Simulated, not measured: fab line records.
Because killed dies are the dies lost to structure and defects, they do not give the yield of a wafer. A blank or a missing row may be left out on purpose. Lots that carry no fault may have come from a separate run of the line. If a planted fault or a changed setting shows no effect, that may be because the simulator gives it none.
fab line records ; flow nand_harc
record lots=12; wafers=36; last_day=33
route steps=1302 shown A_BLC@1132 A_M0@1148
lots that met no fault: from a run of the same line without faults
start_h: hours from the record's first day to the start of the lot's first wafer shown ; wait_h: time in hours since the lot's previous step ; " the same as in the row above ; L1.1+2: one row covering several wafers at once ; - no value, or no start was given ; * or withheld: withheld ; < > ~ a bound
route shown NAME@n: a module of which the file shows steps, and the number in the route of the first ; usual: mean/standard deviation taken from wafers without a fault ; same: alike in all rows ; chamber/n: place in a boat ; sites: readings site by site ; _std_site: how widely they spread, as a standard deviation ; _edge_site: the outer-site mean with the inner-site mean subtracted ; radius_mm: how far each site lies from the wafer's centre ; mask NAME#n: copy n ; behind: the most recent tool/chamber to have shaped the wafer ; hold: why the lot went on hold/how many hours it stayed there/how the hold came to an end ; device: transistor that didn't switch, given as n, p or np ; end of line: at the end of the route, the tests of the same wafers ; a step given without rows: its recipe and nothing more ; killed: not the wafer's yield, but the dies lost to structure and defects at the first sort ; map: the dies of a wafer, with x for killed, . for not killed, _ for no die there
set.NAME: the setting the step ran with; set.NAME@STEP: the setting that earlier step ran with ; model.NAME: the simulator's own value behind a step, which no gauge read
route steps across a sampled set of lots; one table per step, one row per wafer
services: the hour from which a tool's chamber was out of use, counted from the record's first day as start_h (under 0 if before that day), plus the number of hours and why
## steps
# step NHARC_A_BLC_CVD_24
# recipe target_thk_a=1500; temp_c=300; pressure_torr=40; wf6_flow_sccm=40; h2_flow_sccm=1600; ar_flow_sccm=1560; time_s=434; material=W
# usual heater_power_w=490/35; throttle_valve_pct=7.9/0.36
lot.wafer;tool;chamber;start_h;wait_h;heater_power_w;throttle_valve_pct
L827.3;cvd_w-02;0;-;-;448;8.2
L827.4;cvd_w-02;1;-;-;546;7.9
L827.6;cvd_w-02;1;-;-;524;7.8
L826.1;cvd_w-02;1;-;-;522;7.6
L826.4;cvd_w-02;0;-;-;437;8.2
L826.5;cvd_w-02;1;-;-;528;7.9
L825.1;cvd_w-01;0;-;-;459;7.8
L825.6;cvd_w-01;0;-;-;462;7.6
L825.5;cvd_w-01;1;-;-;481;7.5
L835.1;cvd_w-01;1;-;-;499;7.4
L835.5;cvd_w-01;0;-;-;486;8.2
L835.6;cvd_w-01;1;-;-;492;7.4
L839.1;cvd_w-01;0;-;-;503;8.0
L839.3;cvd_w-01;1;-;-;474;7.4
L839.6;cvd_w-01;0;-;-;486;8.1
L840.2;cvd_w-02;1;-;-;550;7.7
L840.3;cvd_w-02;0;-;-;449;8.6
L840.5;cvd_w-02;0;-;-;445;8.4
L843.1;cvd_w-01;1;-;-;490;7.4
L843.2;cvd_w-01;0;-;-;492;8.0
L843.5;cvd_w-01;1;-;-;498;7.6
L842.2;cvd_w-02;0;-;-;443;8.5
L842.5;cvd_w-02;1;-;-;538;7.7
L842.6;cvd_w-02;0;-;-;432;8.1
L844.2;cvd_w-01;0;-;-;506;8.2
L844.4;cvd_w-01;0;-;-;485;8.2
L844.5;cvd_w-01;1;-;-;489;7.6
L846.3;cvd_w-01;0;-;-;482;8.0
L846.6;cvd_w-01;1;-;-;498;7.3
L846.5;cvd_w-01;0;-;-;485;7.9
L847.1;cvd_w-01;1;-;-;514;7.5
L847.2;cvd_w-01;0;-;-;490;8.1
L847.5;cvd_w-01;1;-;-;504;7.1
L848.3;cvd_w-02;1;-;-;540;8.1
L848.4;cvd_w-02;0;-;-;446;8.3
L848.5;cvd_w-02;1;-;-;546;7.8
# step NHARC_A_M0_OVL_MEAS_10
# recipe pitch_nm=160
# usual overlay_x_nm=0.0/0.74; overlay_y_nm=-0.1/0.91
lot.wafer;tool;chamber;start_h;wait_h;overlay_x_nm;overlay_y_nm
L827.3;overlay-01;-;527.11;-;0.3;0.3
L827.4;overlay-01;-;527.11;-;0.5;0.2
L827.6;overlay-01;-;527.11;-;0.8;0.0
L826.1;overlay-01;-;528.93;-;-0.2;-1.3
L826.4;overlay-01;-;528.93;-;0.8;-0.9
L826.5;overlay-01;-;528.93;-;0.6;-1.0
L825.1;overlay-02;-;533.13;-;0.5;0.9
L825.5;overlay-02;-;533.13;-;0.2;0.8
L825.6;overlay-02;-;533.13;-;0.2;0.3
L835.1;overlay-01;-;635.96;-;0.9;1.0
L835.5;overlay-01;-;635.96;-;1.3;0.2
L835.6;overlay-01;-;635.96;-;1.1;0.0
L839.1;overlay-01;-;663.98;-;-2.3;0.2
L839.3;overlay-01;-;663.98;-;-2.0;-0.2
L839.6;overlay-01;-;663.98;-;-2.4;0.1
L840.2;overlay-02;-;670.05;-;-1.0;0.6
L840.3;overlay-02;-;670.05;-;-0.8;0.6
L840.5;overlay-02;-;670.05;-;-0.3;0.7
L843.1;overlay-02;-;691.69;-;0.5;-1.6
L843.2;overlay-02;-;691.69;-;0.4;-1.3
L843.5;overlay-02;-;691.69;-;0.4;-1.5
L842.2;overlay-02;-;702.81;-;0.1;-1.0
L842.5;overlay-02;-;702.81;-;0.4;-1.3
L842.6;overlay-02;-;702.81;-;0.0;-0.9
L844.2;overlay-02;-;713.13;-;0.1;-1.2
L844.4;overlay-02;-;713.13;-;0.1;-1.0
L844.5;overlay-02;-;713.13;-;-0.3;-1.0
L846.3;overlay-01;-;743.20;-;0.8;-0.2
L846.5;overlay-01;-;743.20;-;0.5;-0.1
L846.6;overlay-01;-;743.20;-;0.4;0.5
L847.1;overlay-02;-;744.79;-;0.5;1.0
L847.2;overlay-02;-;744.79;-;0.2;1.1
L847.5;overlay-02;-;744.79;-;0.3;0.7
L848.3;overlay-02;-;753.75;-;0.4;1.2
L848.4;overlay-02;-;753.75;-;0.8;1.2
L848.5;overlay-02;-;753.75;-;1.2;1.6
# step NHARC_A_M0_ETCH_15
# recipe target_depth_a=1500; overetch_a=150; time_s=82.5; c4f8_flow_sccm=withheld; ar_flow_sccm=400; rf_w=600; bias_w=300; chemistry=C4F8/Ar
# usual oes_product_au=0.947/0.024; rf_vpp_V=439.5/2.8; run_length_s=103.6/0.62
lot.wafer;tool;chamber;start_h;wait_h;oes_product_au;rf_hours_counter_h;rf_vpp_V;run_length_s
L827.4;rie_diel-08;1;527.38;-;0.916;7.9;437.3;103.2
L827.3;rie_diel-08;2;527.38;-;0.915;8.6;436.7;104.0
L827.6;rie_diel-08;1;527.38;-;0.922;-;437.6;103.0
L826.1;rie_diel-02;2;529.25;-;0.970;9.1;442.1;104.0
L826.5;rie_diel-02;0;529.25;-;0.954;-;443.4;103.9
L826.4;rie_diel-02;2;529.25;-;0.978;-;442.6;104.1
L825.1;rie_diel-02;2;533.44;-;0.925;9.2;443.4;104.1
L825.5;rie_diel-02;0;533.44;-;0.917;-;442.1;103.9
L825.6;rie_diel-02;3;533.44;-;0.934;-;442.9;103.7
L835.1;rie_diel-08;0;636.24;-;0.932;6.1;436.2;96.7
L835.6;rie_diel-08;3;636.24;-;0.919;-;439.0;104.8
L835.5;rie_diel-08;0;636.24;-;0.926;-;436.8;96.5
L839.1;rie_diel-09;2;664.29;-;0.969;5.2;435.6;103.0
L839.3;rie_diel-09;0;664.29;-;0.900;7.9;437.5;103.9
L839.6;rie_diel-09;1;664.29;-;0.928;-;442.9;102.7
L840.3;rie_diel-09;2;670.36;-;0.953;5.4;436.4;102.9
L840.2;rie_diel-09;0;670.36;-;0.911;8.0;437.0;103.7
L840.5;rie_diel-09;1;670.36;-;0.908;-;442.3;102.9
L843.2;rie_diel-02;0;691.97;-;0.927;10.2;441.8;104.3
L843.1;rie_diel-02;1;691.97;-;0.910;10.0;440.7;104.2
L843.5;rie_diel-02;3;691.97;-;0.940;-;443.2;103.5
L842.2;rie_diel-09;1;703.08;-;0.959;1.5;443.3;103.0
L842.6;rie_diel-09;1;703.08;-;0.960;-;441.9;102.6
L842.5;rie_diel-09;2;703.08;-;0.961;-;436.8;103.1
L844.4;rie_diel-09;0;713.40;-;0.939;1.6;437.4;104.0
L844.2;rie_diel-09;1;713.40;-;0.945;1.7;442.8;102.7
L844.5;rie_diel-09;0;713.40;-;0.946;-;438.6;103.6
L846.3;rie_diel-09;2;743.48;-;0.945;3.0;435.7;103.2
L846.6;rie_diel-09;1;743.48;-;0.964;-;442.6;103.4
L846.5;rie_diel-09;2;743.48;-;0.938;-;436.2;102.8
L847.1;rie_diel-08;2;745.06;-;0.969;1.0;436.0;103.8
L847.2;rie_diel-08;3;745.06;-;0.991;1.0;442.1;104.6
L847.5;rie_diel-08;1;745.06;-;0.962;-;439.2;102.7
L848.3;rie_diel-09;3;754.03;-;0.984;3.3;443.4;103.6
L848.4;rie_diel-09;0;754.03;-;0.979;3.6;436.0;104.2
L848.5;rie_diel-09;3;754.03;-;0.972;-;441.5;103.4
## services
tool;chamber;start_h;hours;kind
rie_diel-02;1;526.08;8.1;repair
rie_diel-08;-;544.80;9.0;pm
cvd_w-01;-;547.00;13.0;pm
cvd_w-01;0;547.00;13.0;vent_cycle
cvd_w-01;1;547.00;13.0;vent_cycle
cvd_w-01;0;560.00;-;clean
cvd_w-01;1;560.00;-;clean
rie_diel-02;2;562.91;7.4;repair
rie_diel-08;1;567.26;8.4;repair
rie_diel-02;-;570.70;9.0;pm
rie_diel-09;2;574.61;14.1;repair
rie_diel-08;2;612.46;20.7;repair
rie_diel-09;2;616.52;14.2;repair
cvd_w-02;-;631.00;13.0;pm
rie_diel-09;1;650.24;4.6;repair
cvd_w-01;0;653.43;3.7;repair
rie_diel-09;3;662.59;11.6;repair
rie_diel-09;-;674.16;9.0;pm
rie_diel-08;-;721.80;9.0;pm
cvd_w-01;-;728.00;13.0;pm
cvd_w-01;0;728.00;13.0;vent_cycle
cvd_w-01;1;728.00;13.0;vent_cycle
rie_diel-02;2;741.10;4.7;repair
rie_diel-02;-;747.70;9.0;pm
## key
first_sign step=NHARC_A_M0_ETCH_15; reading=run_length_s; direction=down; sigmas=11; usual=*; struck=*
effect none on later readings
met_at NHARC_A_M0_ETCH_15
struck_lots L835
struck_wafers L835.1,L835.5
later_rows_left_out L835.1,L835.5
sort_left_out L835.1,L835.5
not_acting_at NHARC_A_BLC_CVD_24,NHARC_A_M0_OVL_MEAS_10
fault kind=process_parameter_drift; tool=rie_diel-08; chamber=0; onset_h=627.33; steps=NHARC_A_M0_ETCH_15; channel=time_s; offset=*; shape=step; end_h=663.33; acts_in=*; stated=*
# sort_left_out: the simulated sort isn't trusted on such a fault, so these wafers' sort isn't shown, and their yield isn't known
# later_rows_left_out: the simulator's readings of these wafers behind a module that went badly wrong aren't trusted and aren't shown, but for the sort
